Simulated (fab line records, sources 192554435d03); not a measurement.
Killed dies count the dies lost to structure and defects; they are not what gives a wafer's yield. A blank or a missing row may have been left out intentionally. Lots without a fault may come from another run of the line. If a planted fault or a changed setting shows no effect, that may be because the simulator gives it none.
fab line records	flow n5-finfet
record lots=7	wafers=39
route steps=1938 shown MOL_CONTACT_COAG@581 BEOL_M0_SAQP@636 BEOL_M3@977
start-h: start of the lot's first displayed wafer, in hours after the record's first day	wait-h: hours elapsed since this lot's preceding step	" the same as in the row above	L1.1+2: a row that stands for several wafers	- either no value or no given start	* or withheld: withheld	< > ~ a bound
route shown NAME@n: a module of which the file shows steps, and the number in the route of the first	usual: mean/standard deviation of fault-free wafers	same: alike in all rows	chamber/n: place in a boat	sites: each site's reading	_std_site: the values' standard deviation	_edge_site: inner sites' mean taken away from outer sites' mean	radius-mm: how far each site lies from the wafer's centre	mask NAME#n: copy n	behind: tool/chamber where the wafer was last shaped	hold: cause of the lot's hold/its duration in hours/its outcome	device: which transistor (n, p or np) failed to switch	end of line: the tests these same wafers got at the end of their route	where a step has no rows: the recipe by itself	killed: not the wafer's yield, but the dies lost to structure and defects at the first sort	map: per-die view of a wafer (x killed, . not killed, _ where there is no die)
set.NAME: setting as actually run; set.NAME@STEP: the setting as run at that earlier step	model.NAME: the simulator's own value behind a step, which no gauge read
lots whose settings were changed on purpose; a table a step, a row a wafer
## steps
# step N5_MOL_CONTACT_COAG_ETCH_91
# recipe chemistry=N2/H2	target=SOC	target-depth-a=600	overetch-a=210	mask-material=SiARC	temp-c=40	time-s=101.2	ion-energy-ev=200	pressure-mtorr=30	source-w=840	bias-w=150	n2-flow-sccm=200	h2-flow-sccm=200
lot.wafer	tool	chamber	start-h	wait-h	set.target-depth-a	model.etch.depth-nm	model.SiARC_of_MOL_CONTACT_COAG_COAT_76.thk-nm
L077.1	rie-diel-06	0	118.17	0.0	270.4	46.65	7.6
L077.2	"	2	"	"	270.4	45.76	7.6
L077.3	"	3	"	"	600	60.01	5.8
L077.4	"	1	"	"	270.4	47.37	7.6
L077.5	"	2	"	"	600	60.03	6
L077.6	"	3	"	"	600	60.2	5.8
L078.1	rie-diel-06	1	125.97	0.0	600	60.04	5.8
L078.2	"	0	"	"	600	60.16	6
L078.3	"	3	"	"	279.2	48.09	7.4
L078.4	"	0	"	"	279.2	47.42	7.6
L078.5	"	1	"	"	600	60.07	5.6
L078.6	"	3	"	"	279.2	48.15	7.4
L080.2	rie-diel-02	0	133.03	0.0	600	59.78	5.6
L080.3	"	2	"	"	600	60.03	6
L080.4	"	3	"	"	600	59.77	5.8
L082.1	rie-diel-02	3	154.90	0.0	600	60.03	5.8
L082.2	"	1	"	"	600	59.83	6
L082.3	"	2	"	"	600	59.96	6
L082.4	"	0	"	"	600	59.91	5.6
L082.5	"	3	"	"	600	59.89	5.6
L082.6	"	0	"	"	600	59.97	5.6
L089.1	rie-diel-05	3	191.37	0.0	752.8	60.09	5.2
L089.2	"	1	"	"	600	59.92	6
L089.3	"	2	"	"	752.8	59.89	5.2
L089.4	"	0	"	"	752.8	59.9	4.6
L089.5	"	1	"	"	600	59.86	5.8
L089.6	"	0	"	"	600	59.8	5.6
L093.1	rie-diel-05	2	213.70	0.0	600	60.37	6
L093.2	"	3	"	"	600	60.31	5.8
L093.3	"	1	"	"	600	60.29	5.8
L093.4	"	0	"	"	600	60.27	5.4
L093.5	"	1	"	"	600	60.12	5.8
L093.6	"	2	"	"	600	60.25	6
L097.1	rie-diel-02	0	237.50	0.0	383.2	59.57	6.8
L097.2	"	3	"	"	383.2	59.97	6.8
L097.3	"	1	"	"	600	59.86	6
L097.4	"	2	"	"	383.2	58.16	7
L097.5	"	3	"	"	600	60.01	5.8
L097.6	"	0	"	"	600	59.84	5.6
# step N5_MOL_CONTACT_COAG_STRIP_92
# recipe chemistry=N2/H2	temp-c=40	n2-flow-sccm=200	h2-flow-sccm=200	rf-frequency-hz=6e+07
# step N5_MOL_CONTACT_COAG_STRIP_93
# recipe chemistry=N2/H2	temp-c=40	n2-flow-sccm=200	h2-flow-sccm=200	rf-frequency-hz=6e+07
# step N5_MOL_CONTACT_COAG_VIA_ETCH_46
# recipe chemistry=C4F6/O2	target-depth-a=460	overetch-a=92	mask-material=SOC	target=SiO2	bias-w=455	pressure-mtorr=10	time-s=40	source-w=325	Ar_flow_sccm=300	C4F6_flow_sccm=10	O2_flow_sccm=10	ion-energy-ev=575.3	ends=end-point
# step N5_MOL_CONTACT_COAG_STRIP_96
# recipe chemistry=N2/H2	power-w=500	temp-c=40	pressure-mtorr=50	rf-frequency-hz=6e+07	overash-fraction=0.3	bias-power-w=28	h2-frac=0.5	n2-flow-sccm=300	h2-flow-sccm=300
# step N5_MOL_CONTACT_COAG_ETCH_47
# recipe chemistry=CH3F/O2	target=SiNx	target-depth-a=270	mask-material=SiO2	stop-on=W	over-etch-frac=0.2	ion-energy-ev=120	endpoint=OES-CN	pressure-mtorr=30	source-w=395	bias-w=73	Ar_flow_sccm=150	CH3F_flow_sccm=30	O2_flow_sccm=20	ends=end-point
# usual etch-rf-on-time-s=31.5/0.61	oes-product-au=0.68/0.045
lot.wafer	tool	chamber	start-h	wait-h	set.target-depth-a@MOL_CONTACT_COAG_ETCH_91	etch-rf-on-time-s	oes-product-au	model.etch.over-etch-s
L077.1	rie-diel-06	0	118.40	0.0	270.4	50.8	0.27	0
L077.2	"	2	"	"	270.4	50.8	0.27	0
L077.3	"	3	"	"	600	31.2	0.67	5.206
L077.4	"	1	"	"	270.4	50.8	0.27	0
L077.5	"	2	"	"	600	31.9	0.62	5.312
L077.6	"	3	"	"	600	31.9	0.66	5.314
L078.1	rie-diel-06	1	126.20	0.0	600	31.3	0.65	5.221
L078.2	"	0	"	"	600	31.5	0.63	5.252
L078.3	"	3	"	"	279.2	50.8	0.28	0
L078.4	"	0	"	"	279.2	50.8	0.27	0
L078.5	"	1	"	"	600	31.5	0.65	5.259
L078.6	"	3	"	"	279.2	50.8	0.28	0
L080.2	rie-diel-02	0	133.26	0.0	600	30.7	0.71	5.123
L080.3	"	2	"	"	600	32.0	0.71	5.322
L080.4	"	3	"	"	600	31.2	0.65	5.209
L082.1	rie-diel-02	3	155.13	0.0	600	30.9	0.65	5.159
L082.2	"	1	"	"	600	31.0	0.74	5.175
L082.3	"	2	"	"	600	31.8	0.70	5.303
L082.4	"	0	"	"	600	30.7	0.71	5.108
L082.5	"	3	"	"	600	31.2	0.64	5.197
L082.6	"	0	"	"	600	31.0	0.71	5.158
L089.1	rie-diel-05	3	191.60	0.0	752.8	31.4	0.76	5.234
L089.2	"	1	"	"	600	31.8	0.68	5.308
L089.3	"	2	"	"	752.8	31.9	0.63	5.312
L089.4	"	0	"	"	752.8	30.1	0.75	5.025
L089.5	"	1	"	"	600	31.9	0.69	5.315
L089.6	"	0	"	"	600	30.2	0.74	5.043
L093.1	rie-diel-05	2	213.93	0.0	600	31.8	0.63	5.306
L093.2	"	3	"	"	600	31.3	0.75	5.225
L093.3	"	1	"	"	600	31.7	0.68	5.29
L093.4	"	0	"	"	600	30.5	0.74	5.09
L093.5	"	1	"	"	600	31.9	0.68	5.323
L093.6	"	2	"	"	600	32.0	0.63	5.34
L097.1	rie-diel-02	0	237.73	0.0	383.2	31.4	0.56	5.226
L097.2	"	3	"	"	383.2	32.0	0.55	5.327
L097.3	"	1	"	"	600	31.1	0.71	5.189
L097.4	"	2	"	"	383.2	31.4	0.39	5.225
L097.5	"	3	"	"	600	31.5	0.63	5.257
L097.6	"	0	"	"	600	31.2	0.68	5.201
# step N5_MOL_CONTACT_COAG_STRIP_119
# recipe chemistry=N2/H2	time-s=30	power-w=1000	temp-c=250	pressure-mtorr=withheld	n2-flow-sccm=1750	h2-flow-sccm=3250
# step N5_MOL_CONTACT_COAG_PRECLEAN_144
# recipe chemistry=alkaline-clean	temp-c=60	time-s=60	do-ppb=50
# step N5_MOL_CONTACT_COAG_STRIP_120
# recipe chemistry=CHF3	resist=SiARC	rf-frequency-hz=6e+07
# step N5_MOL_CONTACT_COAG_VIA_ETCH_117
# recipe chemistry=C4F6/O2	target-depth-a=400	overetch-a=80	mask-material=SOC	target=SiO2	bias-w=455	pressure-mtorr=10	time-s=26	source-w=325	Ar_flow_sccm=300	C4F6_flow_sccm=10	O2_flow_sccm=10	ion-energy-ev=575.3	ends=end-point
# step N5_MOL_CONTACT_COAG_ETCH_124
# recipe chemistry=CH3F/O2	target=SiNx	target-depth-a=65	mask-material=SOC	stop-on=SiOC	over-etch-frac=0.3	ion-energy-ev=120	pressure-mtorr=30	source-w=395	bias-w=73	Ar_flow_sccm=150	CH3F_flow_sccm=30	O2_flow_sccm=20	ends=end-point
# usual oes-product-au=0.64/0.04
lot.wafer	tool	chamber	start-h	wait-h	set.target-depth-a@MOL_CONTACT_COAG_ETCH_91	oes-product-au
L077.1	rie-diel-06	1	119.64	0.0	270.4	0.28
L077.2	"	2	"	"	270.4	0.27
L077.3	"	0	"	"	600	0.61
L077.4	"	3	"	"	270.4	0.28
L077.5	"	2	"	"	600	0.61
L077.6	"	3	"	"	600	0.64
L078.1	rie-diel-05	0	127.57	0.0	600	0.70
L078.2	"	2	"	"	600	0.63
L078.3	"	3	"	"	279.2	0.33
L078.4	"	1	"	"	279.2	0.30
L078.5	"	2	"	"	600	0.62
L078.6	"	1	"	"	279.2	0.30
L080.2	rie-diel-02	3	134.43	0.0	600	0.62
L080.3	"	0	"	"	600	0.68
L080.4	"	2	"	"	600	0.68
L082.1	rie-diel-06	1	157.99	0.0	600	0.61
L082.2	"	0	"	"	600	0.61
L082.3	"	3	"	"	600	0.63
L082.4	"	2	"	"	600	0.59
L082.5	"	3	"	"	600	0.63
L082.6	"	2	"	"	600	0.59
L089.1	rie-diel-06	3	193.32	0.0	752.8	0.62
L089.2	"	0	"	"	600	0.60
L089.3	"	2	"	"	752.8	0.58
L089.4	"	1	"	"	752.8	0.61
L089.5	"	2	"	"	600	0.58
L089.6	"	3	"	"	600	0.62
L093.1	rie-diel-06	1	215.46	0.0	600	0.60
L093.2	"	3	"	"	600	0.62
L093.3	"	2	"	"	600	0.58
L093.4	"	0	"	"	600	0.60
L093.5	"	1	"	"	600	0.60
L093.6	"	0	"	"	600	0.59
L097.1	rie-diel-06	3	239.03	0.0	383.2	0.50
L097.2	"	1	"	"	383.2	0.52
L097.3	"	0	"	"	600	0.59
L097.4	"	2	"	"	383.2	0.34
L097.5	"	1	"	"	600	0.60
L097.6	"	2	"	"	600	0.58
# step N5_MOL_CONTACT_COAG_ETCH_48
# recipe chemistry=C4F6/O2	target-depth-a=150	overetch-a=45	mask-material=SOC	target=SiOC	bias-w=465	pressure-mtorr=10	time-s=17	source-w=335	Ar_flow_sccm=300	C4F6_flow_sccm=10	O2_flow_sccm=10	ion-energy-ev=576
# usual oes-product-au=0.64/0.043
lot.wafer	tool	chamber	start-h	wait-h	set.target-depth-a@MOL_CONTACT_COAG_ETCH_91	oes-product-au
L077.1	rie-diel-06	1	119.68	0.0	270.4	0.27
L077.2	"	2	"	"	270.4	0.27
L077.3	"	0	"	"	600	0.61
L077.4	"	3	"	"	270.4	0.27
L077.5	"	2	"	"	600	0.63
L077.6	"	3	"	"	600	0.62
L078.1	rie-diel-05	0	127.61	0.0	600	0.74
L078.2	"	2	"	"	600	0.59
L078.3	"	3	"	"	279.2	0.33
L078.4	"	1	"	"	279.2	0.30
L078.5	"	2	"	"	600	0.60
L078.6	"	1	"	"	279.2	0.30
L080.2	rie-diel-02	3	134.47	0.0	600	0.61
L080.3	"	0	"	"	600	0.71
L080.4	"	2	"	"	600	0.71
L082.1	rie-diel-06	1	158.03	0.0	600	0.64
L082.2	"	0	"	"	600	0.65
L082.3	"	3	"	"	600	0.61
L082.4	"	2	"	"	600	0.61
L082.5	"	3	"	"	600	0.63
L082.6	"	2	"	"	600	0.63
L089.1	rie-diel-06	3	193.36	0.0	752.8	0.64
L089.2	"	0	"	"	600	0.60
L089.3	"	2	"	"	752.8	0.58
L089.4	"	1	"	"	752.8	0.61
L089.5	"	2	"	"	600	0.58
L089.6	"	3	"	"	600	0.66
L093.1	rie-diel-06	1	215.50	0.0	600	0.59
L093.2	"	3	"	"	600	0.64
L093.3	"	2	"	"	600	0.59
L093.4	"	0	"	"	600	0.59
L093.5	"	1	"	"	600	0.58
L093.6	"	0	"	"	600	0.57
L097.1	rie-diel-06	3	239.07	0.0	383.2	0.50
L097.2	"	1	"	"	383.2	0.54
L097.3	"	0	"	"	600	0.58
L097.4	"	2	"	"	383.2	0.35
L097.5	"	1	"	"	600	0.62
L097.6	"	2	"	"	600	0.57
# step N5_BEOL_M0_SAQP_PECVD_96
# recipe material=a-Si	target-thk-a=450	temp-c=350	precursor=SiH4/He	pressure-torr=3	rf-w=100	time-s=45.2
lot.wafer	tool	chamber	start-h	wait-h	set.time-s	model.a-Si_of_BEOL_M0_SAQP_PECVD_96.thk-nm
L077.1+4	pecvd-02	2	124.81	0.0	45.2	44.2
L077.2	"	1	"	"	24.29	23.2
L077.3	"	1	"	"	24.29	23.8
L077.5	"	2	"	"	45.2	44.8
L077.6	"	1	"	"	24.29	23.4
L078.1+6	pecvd-04	2,0	132.58	0.0	34.41	34.2
L078.2	"	1	"	"	34.41	33.2
L078.3	"	0	"	"	45.2	43.2
L078.4	"	1	"	"	45.2	44
L078.5	"	2	"	"	45.2	45.2
L080.2	pecvd-04	1	140.56	0.0	45.2	44.2
L080.3	"	0	"	"	45.2	43.8
L080.4	"	2	"	"	45.2	45.2
L082.1	pecvd-02	0	164.71	0.0	45.2	44.6
L082.2	"	1	"	"	26.83	26
L082.3	"	2	"	"	45.2	44.2
L082.4	"	0	"	"	26.83	26.4
L082.5	"	2	"	"	45.2	44.4
L082.6	"	1	"	"	26.83	26.8
L089.1+4	pecvd-03	0,2	200.08	0.0	45.2	44.8
L089.2	"	1	"	"	45.2	44.2
L089.3	"	2	"	"	19.38	18.2
L089.5	"	1	"	"	19.38	19.2
L089.6	"	0	"	"	19.38	19.8
L093.1	pecvd-03	2	222.88	0.0	45.2	44
L093.2	"	1	"	"	60.4	59.4
L093.3	"	2	"	"	60.4	60
L093.4+5	"	1,2	"	"	45.2	44.8
L093.6	"	1	"	"	60.4	60.6
L097.1+6	pecvd-04	0,1	244.06	0.0	45.2	45
L097.2+3+5	"	2,1,0	"	"	45.2	44.6
L097.4	"	2	"	"	45.2	45.2
# step N5_BEOL_M0_SAQP_PECVD_97
# recipe material=SiNx	target-thk-a=230	temp-c=350	precursor=SiH4/NH3/N2	pressure-torr=1.5	rf-w=300	time-s=19.9
# step N5_BEOL_M0_SAQP_PECVD_04
# recipe material=a-Si	target-thk-a=600	temp-c=350	precursor=SiH4/He	pressure-torr=3	rf-w=100	time-s=60.2
# step N5_BEOL_M0_SAQP_ETCH_101
# recipe chemistry=CH3F/O2	target=SiNx	mask-material=SiO2	target-depth-a=299	time-s=42.7	pressure-mtorr=30	source-w=395	bias-w=73	Ar_flow_sccm=150	CH3F_flow_sccm=30	O2_flow_sccm=20	ion-energy-ev=120
# step N5_BEOL_M0_SAQP_ETCH_102
# recipe chemistry=CF4	target=SiO2	target-depth-a=40	ion-energy-ev=350	time-s=4.4	pressure-mtorr=10	icp-w=800	bias-w=400	cf4-flow-sccm=80
# step N5_BEOL_M0_SAQP_MANDREL_ETCH_103
# recipe chemistry=HBr/Cl2	target=a-Si	target-depth-a=450	bt-time-s=10	stop-on=SiCN	mask-material=SiO2	over-etch-frac=0.8	time-s=27	pressure-mtorr=10	icp-w=800	bias-w=75	HBr_flow_sccm=150	Cl2_flow_sccm=80	ends=end-point
# usual oes-product-au=0.680/0.013
lot.wafer	tool	chamber	start-h	wait-h	set.time-s@BEOL_M0_SAQP_PECVD_96	oes-product-au	model.etch.depth-nm
L077.1	rie-si-06	1	127.56	0.0	45.2	0.684	44.14
L077.2	"	2	"	"	24.29	0.505	23.16
L077.3	"	0	"	"	24.29	0.484	23.73
L077.4	"	3	"	"	45.2	0.691	44.2
L077.5	"	2	"	"	45.2	0.696	44.8
L077.6	"	3	"	"	24.29	0.503	23.41
L078.1	rie-si-02	1	135.23	0.0	34.41	0.572	34.18
L078.2	"	0	"	"	34.41	0.577	33.1
L078.3	"	2	"	"	45.2	0.682	43.14
L078.4	"	3	"	"	45.2	0.673	44.02
L078.5	"	2	"	"	45.2	0.694	45.12
L078.6	"	1	"	"	34.41	0.573	34.14
L080.2	rie-si-05	2	143.31	0.0	45.2	0.681	44.3
L080.3	"	0	"	"	45.2	0.644	43.73
L080.4	"	1	"	"	45.2	0.674	45.23
L082.1	rie-si-05	1	167.34	0.0	45.2	0.665	44.5
L082.2	"	2	"	"	26.83	0.522	26.09
L082.3	"	0	"	"	45.2	0.659	44.11
L082.4	"	2	"	"	26.83	0.509	26.46
L082.5	"	1	"	"	45.2	0.670	44.47
L082.6	"	0	"	"	26.83	0.506	26.7
L089.1	rie-si-05	1	202.71	0.0	45.2	0.675	44.77
L089.2	"	2	"	"	45.2	0.678	44.21
L089.3	"	0	"	"	19.38	0.433	18.22
L089.4	"	3	"	"	45.2	0.684	44.79
L089.5	"	1	"	"	19.38	0.450	19.16
L089.6	"	0	"	"	19.38	0.454	19.81
L093.1	rie-si-02	0	225.73	0.0	45.2	0.678	44
L093.2	"	3	"	"	60.4	0.809	59.37
L093.3	"	1	"	"	60.4	0.794	60.06
L093.4	"	2	"	"	45.2	0.691	44.76
L093.5	"	3	"	"	45.2	0.683	44.84
L093.6	"	2	"	"	60.4	0.836	60.64
L097.1	rie-si-06	2	247.28	0.0	45.2	0.694	45.01
L097.2	"	1	"	"	45.2	0.692	44.65
L097.3	"	0	"	"	45.2	0.668	44.63
L097.4	"	3	"	"	45.2	0.692	45.28
L097.5	"	2	"	"	45.2	0.693	44.63
L097.6	"	1	"	"	45.2	0.703	44.99
# step N5_BEOL_M3_VIA_ETCH_34
# recipe chemistry=C4F6/O2	target-depth-a=694	mask-material=SOC	pressure-mtorr=15	ion-energy-ev=250	taper-deg=4	time-s=65.9	source-w=350	bias-w=170	Ar_flow_sccm=300	C4F6_flow_sccm=10	O2_flow_sccm=10
lot.wafer	tool	chamber	start-h	wait-h	set.target-depth-a	model.etch.depth-nm	model.SOC_of_BEOL_M3_COAT_67.thk-nm
L077.1	rie-diel-01	2	167.46	0.0	1050	100.5	48.4
L077.2	"	1	"	"	694	67.27	52
L077.3	"	3	"	"	694	67.51	52
L077.4	"	0	"	"	694	69.49	51.4
L077.5	"	2	"	"	1050	100.1	48.4
L077.6	"	1	"	"	1050	101.7	48
L078.1	rie-diel-04	2	167.50	0.0	694	68.6	51.8
L078.2	"	1	"	"	694	69.97	51.8
L078.3	"	3	"	"	694	69.32	52
L078.4	"	2	"	"	694	68.71	51.8
L078.5	"	3	"	"	694	69.4	51.8
L078.6	"	1	"	"	694	69.46	51.8
L080.2	rie-diel-03	3	184.92	0.0	694	69.06	52
L080.3	"	0	"	"	694	65.91	52
L080.4	"	1	"	"	694	67.81	52.2
L082.1	rie-diel-03	3	208.51	0.0	951.6	95.4	49.4
L082.2	"	2	"	"	951.6	93.13	49.4
L082.3	"	0	"	"	694	66.78	52.4
L082.4	"	1	"	"	694	68.47	52.6
L082.5	"	3	"	"	951.6	95.11	49.4
L082.6	"	0	"	"	694	66.81	52.4
L089.1	rie-diel-03	1	253.89	0.0	694	68.57	51.8
L089.2	"	2	"	"	1037	101.1	47.6
L089.3	"	0	"	"	694	66.84	51.8
L089.4	"	1	"	"	1037	102	47.8
L089.5	"	2	"	"	1037	101.1	47.8
L089.6	"	0	"	"	694	66.27	51.8
L093.1	rie-diel-01	3	283.42	0.0	903.4	88.66	49.6
L093.2	"	0	"	"	903.4	91.98	49.2
L093.3	"	1	"	"	694	66.53	52.2
L093.4	"	2	"	"	694	67.01	52.2
L093.5	"	0	"	"	903.4	92.11	49.2
L093.6	"	1	"	"	694	67.37	52.2
L097.1	rie-diel-03	2	307.54	0.0	541.9	52.55	53.8
L097.2	"	3	"	"	694	68.71	52
L097.3	"	0	"	"	541.9	50.94	54.2
L097.4	"	1	"	"	694	68.16	52
L097.5	"	0	"	"	541.9	51.07	54
L097.6	"	1	"	"	694	67.93	52.4
## key
split step=N5_MOL_CONTACT_COAG_ETCH_91	setting=target-depth-a	stated=600	by=wafer
response step=N5_MOL_CONTACT_COAG_ETCH_91	reading=model.etch.depth-nm	change=+0.181	per=1%	r=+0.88
response step=N5_MOL_CONTACT_COAG_ETCH_91	reading=model.SiARC_of_MOL_CONTACT_COAG_COAT_76.thk-nm	change=-0.0311	per=1%	r=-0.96
response step=N5_MOL_CONTACT_COAG_ETCH_47	reading=etch-rf-on-time-s	change=*	per=1%	r=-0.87
response step=N5_MOL_CONTACT_COAG_ETCH_47	reading=oes-product-au	change=+0.00597	per=1%	r=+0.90
response step=N5_MOL_CONTACT_COAG_ETCH_47	reading=model.etch.over-etch-s	change=+0.0725	per=1%	r=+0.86
response step=N5_MOL_CONTACT_COAG_ETCH_124	reading=oes-product-au	change=+0.00537	per=1%	r=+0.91
response step=N5_MOL_CONTACT_COAG_ETCH_48	reading=oes-product-au	change=+0.00525	per=1%	r=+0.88
split step=N5_BEOL_M0_SAQP_PECVD_96	setting=time-s	stated=45.2	by=wafer
response step=N5_BEOL_M0_SAQP_PECVD_96	reading=model.a-Si_of_BEOL_M0_SAQP_PECVD_96.thk-nm	change=+0.448	per=1%	r=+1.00
response step=N5_BEOL_M0_SAQP_MANDREL_ETCH_103	reading=oes-product-au	change=+0.00404	per=1%	r=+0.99
response step=N5_BEOL_M0_SAQP_MANDREL_ETCH_103	reading=model.etch.depth-nm	change=+0.448	per=1%	r=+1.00
split step=N5_BEOL_M3_VIA_ETCH_34	setting=target-depth-a	stated=694	by=wafer
response step=N5_BEOL_M3_VIA_ETCH_34	reading=model.etch.depth-nm	change=+0.697	per=1%	r=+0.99
response step=N5_BEOL_M3_VIA_ETCH_34	reading=model.SOC_of_BEOL_M3_COAT_67.thk-nm	change=-0.0795	per=1%	r=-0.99
